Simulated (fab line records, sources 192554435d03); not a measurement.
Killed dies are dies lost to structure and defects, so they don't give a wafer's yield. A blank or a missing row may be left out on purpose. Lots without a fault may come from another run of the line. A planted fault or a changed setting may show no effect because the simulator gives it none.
fab line records | flow n5_finfet | part 1 of 2: steps 1 to 3 of 6
record lots=21 wafers=63 last_day=19
route steps=1938 shown BEOL_M3@948
lots that met no fault: from a run of the same line without faults
start_h: hours from the record's first day to the start of the lot's first wafer shown | wait_h: hours since the lot's step before | " the same as in the row above | L1.1+2: a row that stands for several wafers | - no value, or no start given | * or withheld: withheld | < > ~ a bound
route shown NAME@n: a module of which the file shows steps, and the number in the route of the first | usual: mean/standard deviation of fault-free wafers | same: alike in all rows | chamber/n: place in a boat | sites: the reading at each site | _std_site: their standard deviation | _edge_site: outer sites' mean less inner sites' | radius_mm: how far each site lies from the wafer's centre | mask NAME#n: copy n | behind: the tool/chamber that last shaped the wafer | hold: why the lot was held/for how many hours/how that ended | device: the transistor (n, p or np) that didn't switch | end of line: the same wafers' tests at the end of the route | a step without rows: its recipe alone | killed: dies lost to structure and defects at the first sort, not the wafer's yield | map: a wafer's dies, x killed, . not, _ none there
set.NAME: the setting as run; set.NAME@STEP: as run at that earlier step | model.NAME: the simulator's own value behind a step, which no gauge read
steps of the route over a sample of lots; a table a step, a row a wafer
services: from which hour (start_h, from the record's first day; less than 0 if before it) a tool's chamber was out of use, for how many hours, and why
## steps
# step N5_BEOL_M3_ETCH_74
# recipe chemistry=N2/H2 target=underlayer target_depth_a=65 mask_material=CAR-EUV time_s=5.2 ion_energy_ev=200 pressure_mtorr=30 source_w=840 bias_w=150 n2_flow_sccm=200 h2_flow_sccm=200 ends=cleared
# usual drypump_motor_current_A=5.6/0.47 etch_rf_on_time_s=5.21/0.15 n2_flow_sccm=200.1/0.61 oes_product_au=0.67/0.089 rf_fwd_power_W=819.5/2.7 rf_vpp_V=524.5/2.9 showerhead_plenum_p_Torr=2.56/0.096 throttle_valve_pct=17.69/0.17
# columns lot.wafer tool chamber start_h wait_h drypump_motor_current_A etch_rf_on_time_s n2_flow_sccm oes_product_au rf_fwd_power_W rf_hours_counter_h rf_vpp_V showerhead_plenum_p_Torr throttle_valve_pct
L074.2 rie_diel-03 0 156.53 0.0 5.1 5.06 199.2 0.63 821.4 191 528.5 2.62 17.74
L074.4 " 3 " " 5.2 5.15 199.8 0.72 815.6 - 524.9 2.59 17.68
L074.6 " 2 " " 5.6 5.44 199.3 0.56 817.5 - 527.0 2.62 17.80
L076.3 rie_diel-02 2 171.26 0.0 5.6 5.34 201.3 0.61 820.0 181 526.0 2.64 17.76
L076.4 " 0 " " 5.0 5.30 200.3 0.59 822.2 232 525.4 2.61 17.68
L076.5 " 1 " " 6.5 5.29 200.8 0.65 822.2 - 520.9 2.44 17.79
L077.1 rie_diel-03 3 179.00 0.0 5.2 5.11 201.2 0.71 819.9 55 525.2 2.59 17.69
L077.5 " 0 " " 5.1 5.04 199.9 0.63 820.1 - 526.1 2.62 17.76
L077.6 " 3 " " 5.2 5.13 200.4 0.72 822.3 - 523.3 2.59 17.72
L078.1 rie_diel-03 2 184.62 0.0 5.6 5.45 200.9 0.56 821.7 238 525.0 2.61 17.83
L078.4 " 0 " " 5.1 5.05 200.1 0.62 821.6 - 528.3 2.61 17.76
L078.5 " 3 " " 5.2 5.15 199.1 0.71 820.4 - 523.9 2.59 17.69
L079.1 rie_diel-03 3 184.84 0.0 5.2 5.12 199.6 0.71 820.9 58 524.8 2.59 17.70
L079.2 " 2 " " 5.7 5.42 200.3 0.57 824.1 238 526.3 2.61 17.84
L079.3 " 0 " " 5.1 5.10 199.3 0.62 819.2 202 528.0 2.62 17.73
L080.1 rie_diel-03 3 192.22 0.0 5.2 5.17 199.7 0.72 817.4 60 526.6 2.59 17.73
L080.2 " 1 " " 6.4 5.00 200.5 0.86 816.7 1 520.5 2.49 17.26
L080.4 " 2 " " 5.6 5.39 200.4 0.56 824.0 240 526.5 2.61 17.83
L081.2 rie_diel-03 0 193.45 0.0 5.1 4.99 200.1 0.63 815.7 205 526.8 2.61 17.77
L081.3 " 2 " " 5.6 5.44 200.7 0.56 819.0 241 525.3 2.61 17.83
L081.4 " 1 " " 6.4 5.06 200.3 0.85 817.2 1 525.4 2.49 17.25
L082.3 rie_diel-02 2 198.81 0.0 5.6 5.34 201.6 0.61 823.3 190 526.7 2.63 17.76
L082.5 " 3 " " 6.0 5.37 200.2 0.62 816.3 - 517.8 2.40 17.68
L082.6 " 0 " " 5.0 5.20 201.1 0.59 816.2 - 525.9 2.61 17.69
L083.1 rie_diel-05 0 237.12 0.0 5.6 5.10 199.7 0.80 819.1 11 524.1 2.50 17.67
L083.3 " 1 " " 5.4 5.01 199.7 0.73 816.5 72 527.4 2.68 17.47
L083.5 " 3 " " 4.9 5.30 200.5 0.59 820.6 - 523.7 2.58 17.71
L084.3 rie_diel-03 0 240.11 0.0 5.1 5.02 199.3 0.61 818.1 218 525.8 2.61 17.77
L084.5 " 0 " " 5.1 5.03 199.4 0.61 821.0 - 523.8 2.61 17.78
L084.6 " 3 " " 5.2 5.16 200.6 0.68 820.5 - 524.3 2.58 17.71
L085.3 rie_diel-02 3 245.69 0.0 6.0 5.31 200.8 0.62 818.2 211 520.0 2.39 17.72
L085.4 " 2 " " 5.6 5.25 198.9 0.61 819.6 - 523.7 2.62 17.80
L085.6 " 3 " " 6.0 5.33 200.6 0.60 821.3 - 521.2 2.39 17.70
L086.2 rie_diel-05 2 246.50 0.0 5.5 5.11 200.3 0.84 815.9 2 530.1 2.70 17.52
L086.3 " 1 " " 5.4 5.01 200.8 0.71 822.7 75 529.1 2.68 17.47
L086.5 " 1 " " 5.4 4.97 200.6 0.72 817.9 - 527.2 2.68 17.47
L087.1 rie_diel-05 2 250.62 0.0 5.6 5.01 199.8 0.83 815.4 5 527.6 2.70 17.52
L087.2 " 0 " " 5.6 5.17 201.1 0.79 821.4 17 522.1 2.49 17.68
L087.5 " 0 " " 5.6 5.18 200.7 0.79 820.0 - 522.2 2.49 17.68
L088.1 rie_diel-02 1 257.02 0.0 6.4 5.31 201.1 0.64 821.5 152 519.9 2.43 17.89
L088.3 " 0 " " 5.0 5.09 200.3 0.87 815.5 0 526.9 2.60 17.19
L088.6 " 0 " " 5.0 5.04 199.7 0.86 820.4 - 525.3 2.60 17.19
L090.4 rie_diel-03 1 258.33 0.0 6.4 5.01 200.5 0.80 818.1 16 522.6 2.48 17.30
L090.5 " 0 " " 5.1 5.09 198.0 0.61 813.5 - 527.7 2.61 17.77
L090.6 " 3 " " 5.2 5.19 200.2 0.69 817.5 - 525.4 2.58 17.73
L089.2 rie_diel-02 1 258.37 0.0 6.4 5.23 200.2 0.63 820.5 152 521.0 2.42 17.89
L089.3 " 3 " " 6.0 5.35 199.0 0.60 824.1 217 521.3 2.39 17.72
L089.5 " 2 " " 5.6 5.37 200.4 0.60 818.0 - 524.4 2.62 17.83
L092.3 rie_diel-05 0 269.57 0.0 5.6 5.14 200.5 0.78 821.5 22 522.0 2.49 17.68
L092.4 " 1 " " 5.4 5.02 200.6 0.71 818.7 - 527.5 2.67 17.52
L092.5 " 0 " " 5.6 5.14 200.5 0.79 821.0 - 523.1 2.49 17.64
L093.1 rie_diel-05 0 279.91 0.0 5.6 5.07 201.4 0.78 820.0 26 521.9 2.49 17.68
L093.2 " 2 " " 5.6 5.01 200.8 0.82 818.3 14 527.5 2.70 17.52
L093.6 " 0 " " 5.6 5.15 200.7 0.77 821.1 - 522.6 2.49 17.66
L094.1 rie_diel-02 1 283.07 0.0 6.4 5.31 200.4 0.63 815.7 159 521.1 2.42 17.87
L094.2 " 2 " " 5.6 5.35 199.9 0.60 817.1 222 526.3 2.62 17.84
L094.6 " 3 " " 6.0 5.31 200.8 0.60 820.2 - 519.3 2.39 17.73
L096.1 rie_diel-02 2 283.29 0.0 5.6 5.44 199.8 0.59 823.7 222 526.3 2.62 17.84
L096.2 " 1 " " 6.4 5.32 199.0 0.64 821.4 159 519.9 2.42 17.87
L096.4 " 1 " " 6.4 5.30 198.9 0.62 824.8 - 520.7 2.42 17.89
L095.2 rie_diel-02 1 284.12 0.0 6.4 5.32 200.1 0.63 819.5 160 519.6 2.42 17.88
L095.3 " 3 " " 6.0 5.40 199.9 0.59 823.3 225 519.5 2.39 17.71
L095.6 " 3 " " 6.0 5.35 200.2 0.60 821.2 - 518.4 2.39 17.71
# step N5_BEOL_M3_ALD_98
# recipe material=SiO2 target_thk_a=25 temp_c=100 ald_precursor_family=BDEAS ald_co_reactant=O2-plasma pulse_time_s=1 co_reactant_pulse_time_s=1 purge_time_s=2 co_reactant_purge_time_s=2 ald_cycles=17 pressure_torr=2
# usual heater_power_outer_w=40/3.3 heater_power_w=77/5.1 precursor_pulse_height_rel=1.000/0.022
# same co_reactant_purge_time_s=2 purge_time_s=2
# columns lot.wafer tool chamber start_h wait_h heater_power_outer_w heater_power_w precursor_pulse_height_rel
L074.2 ald_sin-03 3 157.63 0.1 38 75 0.999
L074.4 " 0 " " 42 87 1.008
L074.6 " 3 " " 38 77 1.022
L076.3 ald_sin-03 3 172.23 0.1 38 75 0.984
L076.4 " 1 " " 42 78 0.993
L076.5 " 2 " " 40 74 1.003
L077.1 ald_sin-04 3 180.46 0.5 36 72 1.011
L077.5 " 0 " " 40 80 1.005
L077.6 " 1 " " 37 70 0.984
L078.1 ald_sin-04 3 185.76 0.1 37 73 1.034
L078.4 " 2 " " 43 87 1.000
L078.5 " 3 " " 38 73 0.972
L079.1 ald_sin-01 0 185.83 0.1 36 74 1.036
L079.2 " 3 " " 46 78 1.008
L079.3 " 1 " " 42 81 0.965
L080.1 ald_sin-04 0 193.37 0.1 41 80 0.976
L080.2 " 1 " " 37 69 0.947
L080.4 " 2 " " 45 89 1.004
L081.2 ald_sin-04 2 194.80 0.2 44 86 1.025
L081.3 " 3 " " 36 73 0.996
L081.4 " 0 " " 40 80 0.976
L082.3 ald_sin-03 2 199.92 0.1 41 74 0.994
L082.5 " 3 " " 36 74 0.994
L082.6 " 2 " " 41 75 0.973
L083.1 ald_sin-01 3 238.22 0.1 48 77 0.983
L083.3 " 1 " " 43 80 0.994
L083.5 " 0 " " 37 72 1.005
L084.3 ald_sin-04 0 241.43 0.1 41 81 0.992
L084.5 " 3 " " 36 73 1.028
L084.6 " 0 " " 40 82 1.016
L085.3 ald_sin-01 0 247.52 0.1 36 72 1.031
L085.4 " 3 " " 49 76 1.003
L085.6 " 3 " " 49 77 0.983
L086.2 ald_sin-04 0 247.56 0.1 41 82 1.036
L086.3 " 2 " " 44 86 0.988
L086.5 " 1 " " 37 70 0.979
L087.1 ald_sin-03 3 251.59 0.1 36 77 1.009
L087.2 " 0 " " 41 84 0.993
L087.5 " 3 " " 36 77 1.005
L088.1 ald_sin-03 2 257.99 0.1 40 76 0.983
L088.3 " 1 " " 45 77 0.998
L088.6 " 3 " " 38 76 0.999
L090.4 ald_sin-01 3 259.72 0.4 47 77 0.982
L090.5 " 2 " " 40 78 0.964
L090.6 " 1 " " 42 83 1.057
L089.2 ald_sin-01 2 259.82 0.3 39 79 0.992
L089.3 " 3 " " 48 78 0.988
L089.5 " 1 " " 41 80 0.995
L092.3 ald_sin-04 2 270.94 0.2 42 88 0.976
L092.4 " 1 " " 37 73 1.023
L092.5 " 0 " " 40 82 1.019
L093.1 ald_sin-03 1 281.77 0.9 46 77 1.011
L093.2 " 3 " " 37 77 0.991
L093.6 " 2 " " 40 76 1.019
L094.1 ald_sin-01 1 284.16 0.1 42 80 1.028
L094.2 " 3 " " 45 76 0.981
L094.6 " 3 " " 44 74 0.982
L096.1 ald_sin-03 1 284.64 0.3 44 79 0.997
L096.2 " 3 " " 37 77 1.027
L096.4 " 0 " " 42 84 0.984
L095.2 ald_sin-01 1 285.09 0.1 40 78 1.017
L095.3 " 3 " " 44 74 1.006
L095.6 " 3 " " 44 75 1.007
# step N5_BEOL_M3_ETCHBACK_99
# recipe chemistry=CHF3 target=SiO2 target_depth_a=50 time_s=10.4 source_w=215 bias_w=47 Ar_flow_sccm=200 CHF3_flow_sccm=12 ion_energy_ev=100 pressure_mtorr=30
# usual drypump_motor_current_A=5.6/0.42 oes_product_au=0.81/0.11 rf_fwd_power_W=212.3/0.98 rf_vpp_V=244/3.4 showerhead_plenum_p_Torr=2.18/0.081 throttle_valve_pct=16.95/0.21
# columns lot.wafer tool chamber start_h wait_h drypump_motor_current_A oes_product_au rf_fwd_power_W rf_hours_counter_h rf_vpp_V showerhead_plenum_p_Torr throttle_valve_pct
L074.2 rie_diel-05 0 160.25 2.6 5.6 0.69 213.2 243 238 2.11 17.29
L074.4 " 1 " " 5.4 0.88 212.4 42 248 2.30 16.87
L074.6 " 2 " " 5.6 0.66 211.7 - 246 2.04 17.15
L076.3 rie_diel-05 2 177.80 5.5 5.6 0.66 211.5 242 246 2.03 17.17
L076.4 " 1 " " 5.5 0.88 213.5 - 246 2.30 16.87
L076.5 " 2 " " 5.6 0.65 212.4 - 246 2.04 17.15
L077.1 rie_diel-03 3 183.79 3.3 5.2 0.83 211.6 58 247 2.20 16.94
L077.5 " 2 " " 5.7 0.66 213.4 - 244 2.20 16.98
L077.6 " 0 " " 5.1 0.73 212.2 - 246 2.21 17.05
L078.1 rie_diel-03 0 187.54 1.7 5.1 0.73 212.0 203 246 2.21 17.07
L078.4 " 3 " " 5.2 0.83 211.8 - 248 2.20 16.94
L078.5 " 2 " " 5.6 0.66 213.4 - 243 2.20 16.99
L079.1 rie_diel-05 3 187.54 1.7 5.0 0.69 212.6 220 249 2.22 17.09
L079.2 " 1 " " 5.4 0.88 213.3 51 247 2.29 16.88
L079.3 " 2 " " 5.6 0.66 212.0 246 247 2.03 17.16
L080.1 rie_diel-03 3 215.74 22.3 5.1 0.82 210.7 67 248 2.20 16.95
L080.2 " 2 " " 5.7 0.66 213.2 247 244 2.19 17.00
L080.4 " 0 " " 5.1 0.72 212.3 210 248 2.21 17.08
L081.2 rie_diel-03 3 219.15 24.3 5.2 0.82 211.5 68 246 2.20 16.96
L081.3 " 0 " " 5.1 0.72 210.8 210 248 2.21 17.07
L081.4 " 1 " " 6.4 0.95 212.1 8 241 2.12 16.57
L082.3 rie_diel-05 3 233.93 34.0 4.9 0.68 212.8 238 248 2.21 17.14
L082.5 " 3 " " 4.9 0.69 212.8 - 247 2.21 17.15
L082.6 " 1 " " 5.4 0.85 213.2 - 248 2.29 16.91
L083.1 rie_diel-05 0 256.13 17.9 5.6 0.93 212.4 19 240 2.10 16.90
L083.3 " 3 " " 4.9 0.68 212.5 248 247 2.21 17.17
L083.5 " 1 " " 5.4 0.83 211.8 - 248 2.28 16.93
L084.3 rie_diel-05 1 269.81 28.3 5.4 0.85 212.0 83 247 2.28 16.92
L084.5 " 0 " " 5.6 0.92 212.5 - 236 2.10 16.90
L084.6 " 1 " " 5.4 0.83 213.0 - 247 2.28 16.92
L085.3 rie_diel-05 2 272.38 24.8 5.6 0.97 211.7 - 245 2.30 16.82
L085.4 " 0 " " 5.5 0.92 212.1 - 238 2.10 16.91
L085.6 " 2 " " 5.5 0.96 212.4 - 244 2.30 16.80
L086.2 rie_diel-02 2 275.61 28.0 5.6 0.71 210.6 219 242 2.19 16.87
L086.3 " 1 " " 6.5 0.73 212.9 156 242 2.07 17.26
L086.5 " 2 " " 5.6 0.70 211.4 - 244 2.19 16.88
L088.1 rie_diel-03 1 278.60 20.6 6.3 0.90 213.2 22 240 2.11 16.63
L088.3 " 2 " " 5.6 0.94 213.6 7 244 2.19 16.57
L088.6 " 0 " " 5.1 0.71 212.1 - 249 2.20 17.09
L089.2 rie_diel-02 3 278.60 18.7 6.0 0.70 212.2 223 241 2.05 17.24
L089.3 " 2 " " 5.6 0.70 210.1 221 242 2.19 16.88
L089.5 " 3 " " 6.0 0.70 211.7 - 240 2.05 17.23
L087.1 rie_diel-05 1 282.22 30.6 5.4 0.83 212.5 86 247 2.28 16.93
L087.2 " 0 " " 5.6 0.91 213.0 27 238 2.10 16.91
L087.5 " 0 " " 5.5 0.91 213.2 - 237 2.10 16.92
L090.4 rie_diel-05 0 287.90 28.1 5.6 0.92 212.7 29 238 2.10 16.93
L090.5 " 3 " " 4.9 1.01 211.9 - 246 2.21 16.72
L090.6 " 0 " " 5.6 0.91 212.1 - 238 2.10 16.92
L092.3 rie_diel-03 0 287.92 16.9 5.1 0.70 212.6 227 246 2.20 17.09
L092.4 " 2 " " 5.7 0.94 213.0 10 247 2.19 16.59
L092.5 " 1 " " 6.4 0.90 212.4 - 239 2.11 16.61
L093.1 rie_diel-03 2 293.66 11.8 5.6 0.93 212.9 12 245 2.19 16.60
L093.2 " 0 " " 5.1 0.70 211.1 229 247 2.20 17.11
L093.6 " 2 " " 5.6 0.93 213.5 - 245 2.19 16.60
L095.2 rie_diel-02 1 294.97 9.8 6.4 0.74 213.9 163 244 2.07 17.27
L095.3 " 2 " " 5.6 0.70 210.0 225 244 2.19 16.88
L095.6 " 1 " " 6.5 0.74 214.3 - 244 2.07 17.29
L094.1 rie_diel-05 3 295.00 10.8 4.9 1.00 213.3 2 248 2.21 16.75
L094.2 " 0 " " 5.6 0.91 213.0 30 238 2.10 16.91
L094.6 " 1 " " 5.4 0.84 214.0 - 247 2.28 16.94
L096.1 rie_diel-02 3 299.48 14.8 6.0 0.70 212.6 229 240 2.05 17.25
L096.2 " 0 " " 5.0 0.97 211.8 9 243 2.20 16.41
L096.4 " 1 " " 6.4 0.74 211.6 164 242 2.07 17.27
